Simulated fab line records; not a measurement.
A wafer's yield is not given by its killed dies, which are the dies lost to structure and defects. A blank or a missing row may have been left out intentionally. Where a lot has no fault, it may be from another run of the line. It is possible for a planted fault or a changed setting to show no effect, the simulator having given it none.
fab line records / flow nand_harc
record lots=7 wafers=21 last_day=31
route steps=1302 shown P_START@1 P_ZERO_WELL@2
lots with no fault: from the same line, run without faults
start_h: hours from the record's first day to the start of the lot's first wafer shown / wait_h: how many hours have passed since the lot's step before this one / " the same as in the row above / L1.1+2: several wafers, shown together as one row / - no value present, or no start provided / * or withheld: withheld / < > ~ a bound
route shown NAME@n: names a module that has steps shown in the file, with the first one's number in the route / usual: mean and standard deviation over wafers with no fault / same: alike in all rows / chamber/n: place in a boat / sites: the reading at each site / _std_site: how widely they spread, as a standard deviation / _edge_site: mean of outer sites minus mean of inner sites / radius_mm: how far each site lies from the wafer's centre / mask NAME#n: copy n / behind: the most recent tool/chamber to have shaped the wafer / hold: why the lot was held/for how many hours/how that ended / device: transistor that didn't switch, given as n, p or np / end of line: the same wafers' tests at the end of the route / where a step has no rows: the recipe by itself / killed: at the first sort, the dies lost to defects and structure; wafer yield is something else / map: the dies of a wafer, with x for killed, . for not killed, _ for no die there
set.NAME: the run value of the setting; set.NAME@STEP: its run value at that earlier step / model.NAME: the simulator's own value behind a step, which no gauge read
lots seen at some steps along the route; tables by step, rows by wafer
services: from which hour (start_h, from the record's first day; less than 0 if before it) a tool's chamber was out of use, for how many hours, and why
## steps
# step NHARC_P_START_INSPECT_01
# usual raw_defect_count=3.3/1.9
lot.wafer=L933.3 tool=defect_inspect-01 chamber=- start_h=20.04 wait_h=- raw_defect_count=4
lot.wafer=L933.4 tool=defect_inspect-01 chamber=- start_h=20.04 wait_h=- raw_defect_count=6
lot.wafer=L933.6 tool=defect_inspect-01 chamber=- start_h=20.04 wait_h=- raw_defect_count=6
lot.wafer=L936.2 tool=defect_inspect-01 chamber=- start_h=50.04 wait_h=- raw_defect_count=2
lot.wafer=L936.3 tool=defect_inspect-01 chamber=- start_h=50.04 wait_h=- raw_defect_count=3
lot.wafer=L936.6 tool=defect_inspect-01 chamber=- start_h=50.04 wait_h=- raw_defect_count=5
lot.wafer=L938.2 tool=defect_inspect-02 chamber=- start_h=70.04 wait_h=- raw_defect_count=5
lot.wafer=L938.3 tool=defect_inspect-02 chamber=- start_h=70.04 wait_h=- raw_defect_count=3
lot.wafer=L938.6 tool=defect_inspect-02 chamber=- start_h=70.04 wait_h=- raw_defect_count=2
lot.wafer=L940.1 tool=defect_inspect-02 chamber=- start_h=90.04 wait_h=- raw_defect_count=1
lot.wafer=L940.4 tool=defect_inspect-02 chamber=- start_h=90.04 wait_h=- raw_defect_count=1
lot.wafer=L940.5 tool=defect_inspect-02 chamber=- start_h=90.04 wait_h=- raw_defect_count=1
lot.wafer=L945.2 tool=defect_inspect-01 chamber=- start_h=140.04 wait_h=- raw_defect_count=8
lot.wafer=L945.3 tool=defect_inspect-01 chamber=- start_h=140.04 wait_h=- raw_defect_count=6
lot.wafer=L945.4 tool=defect_inspect-01 chamber=- start_h=140.04 wait_h=- raw_defect_count=3
lot.wafer=L947.1 tool=defect_inspect-02 chamber=- start_h=160.04 wait_h=- raw_defect_count=2
lot.wafer=L947.2 tool=defect_inspect-02 chamber=- start_h=160.04 wait_h=- raw_defect_count=2
lot.wafer=L947.4 tool=defect_inspect-02 chamber=- start_h=160.04 wait_h=- raw_defect_count=1
lot.wafer=L949.3 tool=defect_inspect-01 chamber=- start_h=180.04 wait_h=- raw_defect_count=4
lot.wafer=L949.4 tool=defect_inspect-01 chamber=- start_h=180.04 wait_h=- raw_defect_count=2
lot.wafer=L949.6 tool=defect_inspect-01 chamber=- start_h=180.04 wait_h=- raw_defect_count=2
# step NHARC_P_ZERO_WELL_PRECLEAN_00
# recipe time_s=600 temp_c=120 chemistry=SPM
# step NHARC_P_ZERO_WELL_SRD_01
# step NHARC_P_ZERO_WELL_PECVD_02
# recipe target_thk_a=100 temp_c=400 pressure_torr=6.5 rf_w=withheld teos_flow_sccm=withheld flow_sccm=2650 target_thk_nm=10 gas=O2 material=SiO2
# step NHARC_P_ZERO_WELL_DEHYDRATE_03
# recipe temp_c=150 time_s=120
# step NHARC_P_ZERO_WELL_HMDS_04
# recipe time_s=30
# step NHARC_P_ZERO_WELL_COAT_64
# recipe temp_c=200 time_s=65
# step NHARC_P_ZERO_WELL_COAT_05
# recipe spin_rpm=2000 resist_thk_nm=600
# step NHARC_P_ZERO_WELL_SOFTBAKE_06
# recipe temp_c=125 time_s=70
# step NHARC_P_ZERO_WELL_EBR_07
# step NHARC_P_ZERO_WELL_EXPOSE_08
# recipe na=0.55 target_cd_nm=500 dose_mj=33.8 mask_id=P_ZERO
# usual exposure_dose_mJ_cm2=33.77/0.035
lot.wafer=L933.3 tool=krf_scanner-01 chamber=0 start_h=21.09 wait_h=- mask=P_ZERO#0 exposure_dose_mJ_cm2=33.77
lot.wafer=L933.4 tool=krf_scanner-01 chamber=0 start_h=21.09 wait_h=- mask=P_ZERO#0 exposure_dose_mJ_cm2=33.82
lot.wafer=L933.6 tool=krf_scanner-01 chamber=0 start_h=21.09 wait_h=- mask=P_ZERO#0 exposure_dose_mJ_cm2=33.79
lot.wafer=L936.2 tool=krf_scanner-01 chamber=0 start_h=51.07 wait_h=- mask=P_ZERO#0 exposure_dose_mJ_cm2=49.44
lot.wafer=L936.3 tool=krf_scanner-01 chamber=0 start_h=51.07 wait_h=- mask=P_ZERO#0 exposure_dose_mJ_cm2=49.41
lot.wafer=L936.6 tool=krf_scanner-01 chamber=0 start_h=51.07 wait_h=- mask=P_ZERO#0 exposure_dose_mJ_cm2=49.50
lot.wafer=L938.2 tool=krf_scanner-01 chamber=0 start_h=71.09 wait_h=- mask=P_ZERO#0 exposure_dose_mJ_cm2=46.37
lot.wafer=L938.3 tool=krf_scanner-01 chamber=0 start_h=71.09 wait_h=- mask=P_ZERO#0 exposure_dose_mJ_cm2=46.36
lot.wafer=L938.6 tool=krf_scanner-01 chamber=0 start_h=71.09 wait_h=- mask=P_ZERO#0 exposure_dose_mJ_cm2=46.37
lot.wafer=L940.1 tool=krf_scanner-01 chamber=0 start_h=91.10 wait_h=- mask=P_ZERO#0 exposure_dose_mJ_cm2=46.16
lot.wafer=L940.4 tool=krf_scanner-01 chamber=0 start_h=91.10 wait_h=- mask=P_ZERO#0 exposure_dose_mJ_cm2=46.11
lot.wafer=L940.5 tool=krf_scanner-01 chamber=0 start_h=91.10 wait_h=- mask=P_ZERO#0 exposure_dose_mJ_cm2=46.18
lot.wafer=L945.2 tool=krf_scanner-02 chamber=0 start_h=140.97 wait_h=- mask=P_ZERO#0 exposure_dose_mJ_cm2=33.80
lot.wafer=L945.3 tool=krf_scanner-02 chamber=0 start_h=140.97 wait_h=- mask=P_ZERO#0 exposure_dose_mJ_cm2=33.78
lot.wafer=L945.4 tool=krf_scanner-02 chamber=0 start_h=140.97 wait_h=- mask=P_ZERO#0 exposure_dose_mJ_cm2=33.76
lot.wafer=L947.1 tool=krf_scanner-02 chamber=0 start_h=160.98 wait_h=- mask=P_ZERO#0 exposure_dose_mJ_cm2=33.73
lot.wafer=L947.2 tool=krf_scanner-02 chamber=0 start_h=160.98 wait_h=- mask=P_ZERO#0 exposure_dose_mJ_cm2=33.78
lot.wafer=L947.4 tool=krf_scanner-02 chamber=0 start_h=160.98 wait_h=- mask=P_ZERO#0 exposure_dose_mJ_cm2=33.73
lot.wafer=L949.3 tool=krf_scanner-04 chamber=0 start_h=181.10 wait_h=- mask=P_ZERO#0 exposure_dose_mJ_cm2=33.78
lot.wafer=L949.4 tool=krf_scanner-04 chamber=0 start_h=181.10 wait_h=- mask=P_ZERO#0 exposure_dose_mJ_cm2=33.81
lot.wafer=L949.6 tool=krf_scanner-04 chamber=0 start_h=181.10 wait_h=- mask=P_ZERO#0 exposure_dose_mJ_cm2=33.80
# step NHARC_P_ZERO_WELL_PEB_09
# recipe peb_temp_c=128 peb_time_s=80
# step NHARC_P_ZERO_WELL_DEVELOP_10
# recipe time_s=50 dev_temp_c=22
# step NHARC_P_ZERO_WELL_CD_MEAS_11
# recipe target_cd_nm=500 landing_energy_ev=500
# usual cd_nm=500.4/2.1
lot.wafer=L933.3 tool=cd_sem-02 chamber=0 start_h=21.24 wait_h=- cd_nm=501.1
lot.wafer=L933.4 tool=cd_sem-02 chamber=0 start_h=21.24 wait_h=- cd_nm=500.0
lot.wafer=L933.6 tool=cd_sem-02 chamber=0 start_h=21.24 wait_h=- cd_nm=503.8
lot.wafer=L936.2 tool=cd_sem-02 chamber=0 start_h=51.22 wait_h=- cd_nm=568.3
lot.wafer=L936.3 tool=cd_sem-02 chamber=0 start_h=51.22 wait_h=- cd_nm=569.2
lot.wafer=L936.6 tool=cd_sem-02 chamber=0 start_h=51.22 wait_h=- cd_nm=568.7
lot.wafer=L938.2 tool=cd_sem-02 chamber=0 start_h=71.24 wait_h=- cd_nm=559.6
lot.wafer=L938.3 tool=cd_sem-02 chamber=0 start_h=71.24 wait_h=- cd_nm=556.0
lot.wafer=L938.6 tool=cd_sem-02 chamber=0 start_h=71.24 wait_h=- cd_nm=561.5
lot.wafer=L940.1 tool=cd_sem-03 chamber=0 start_h=91.25 wait_h=- cd_nm=553.7
lot.wafer=L940.4 tool=cd_sem-03 chamber=0 start_h=91.25 wait_h=- cd_nm=559.4
lot.wafer=L940.5 tool=cd_sem-03 chamber=0 start_h=91.25 wait_h=- cd_nm=557.1
lot.wafer=L945.2 tool=cd_sem-03 chamber=0 start_h=141.12 wait_h=- cd_nm=499.8
lot.wafer=L945.3 tool=cd_sem-03 chamber=0 start_h=141.12 wait_h=- cd_nm=499.2
lot.wafer=L945.4 tool=cd_sem-03 chamber=0 start_h=141.12 wait_h=- cd_nm=500.9
lot.wafer=L947.1 tool=cd_sem-02 chamber=0 start_h=161.13 wait_h=- cd_nm=499.3
lot.wafer=L947.2 tool=cd_sem-02 chamber=0 start_h=161.13 wait_h=- cd_nm=500.5
lot.wafer=L947.4 tool=cd_sem-02 chamber=0 start_h=161.13 wait_h=- cd_nm=499.8
lot.wafer=L949.3 tool=cd_sem-01 chamber=0 start_h=181.25 wait_h=- cd_nm=497.5
lot.wafer=L949.4 tool=cd_sem-01 chamber=0 start_h=181.25 wait_h=- cd_nm=498.3
lot.wafer=L949.6 tool=cd_sem-01 chamber=0 start_h=181.25 wait_h=- cd_nm=499.9
# step NHARC_P_ZERO_WELL_HARDBAKE_12
# recipe temp_c=118 time_s=65
## services
tool=krf_scanner-02 chamber=0 start_h=0.84 hours=- kind=calibration
tool=krf_scanner-01 chamber=0 start_h=6.27 hours=- kind=calibration
tool=krf_scanner-04 chamber=- start_h=10.00 hours=4.0 kind=pm
tool=krf_scanner-04 chamber=0 start_h=23.04 hours=- kind=calibration
tool=krf_scanner-02 chamber=- start_h=29.65 hours=0.1 kind=repair
tool=krf_scanner-02 chamber=- start_h=45.06 hours=1.0 kind=repair
tool=krf_scanner-02 chamber=- start_h=82.10 hours=0.1 kind=repair
tool=krf_scanner-02 chamber=- start_h=84.07 hours=1.5 kind=repair
tool=krf_scanner-02 chamber=- start_h=94.00 hours=4.0 kind=pm
tool=krf_scanner-04 chamber=- start_h=133.56 hours=2.8 kind=repair
tool=krf_scanner-01 chamber=- start_h=140.00 hours=4.0 kind=pm
tool=krf_scanner-02 chamber=0 start_h=160.26 hours=- kind=calibration
tool=krf_scanner-01 chamber=0 start_h=163.82 hours=- kind=calibration
tool=krf_scanner-04 chamber=- start_h=168.92 hours=0.6 kind=repair
## key
first_sign step=NHARC_P_ZERO_WELL_EXPOSE_08 reading=exposure_dose_mJ_cm2 direction=up sigmas=99+ usual=33.77 struck=47.32
effect step=NHARC_P_ZERO_WELL_CD_MEAS_11 reading=cd_nm direction=up sigmas=29 usual=500.4 struck=561.5 through=control_loop
met_at NHARC_P_ZERO_WELL_EXPOSE_08
struck_wafers L936.2,L936.3,L936.6,L938.2,L938.3,L938.6,L940.1,L940.4,L940.5
sort_left_out L936.2,L936.3,L936.6,L938.2,L938.3,L938.6,L940.1,L940.4,L940.5
tester_left_out L936,L938,L940
loop_trim step=NHARC_P_ZERO_WELL_EXPOSE_08 setting=dose lots=L938,L940
onset_between 21.09 51.07
fault kind=process_parameter_drift tool=krf_scanner-01 chamber=- onset_h=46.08 steps=NHARC_P_ZERO_WELL_EXPOSE_08 channel=dose_mj offset=15.701 shape=step acts_in=these_recipes_only stated=33.8
# tester_left_out: of these lots the tester's yield and bins aren't shown, on N5 and GAA mostly nor the transistor test; their killed dies are dies lost to structure and defects alone, not to doping, threshold or leakage, so they don't give the yield
# sort_left_out: the simulated sort isn't trusted on such a fault, so these wafers' sort isn't shown, and their yield isn't known
# loop_trim: a control loop set the setting to another value than it would have without faults
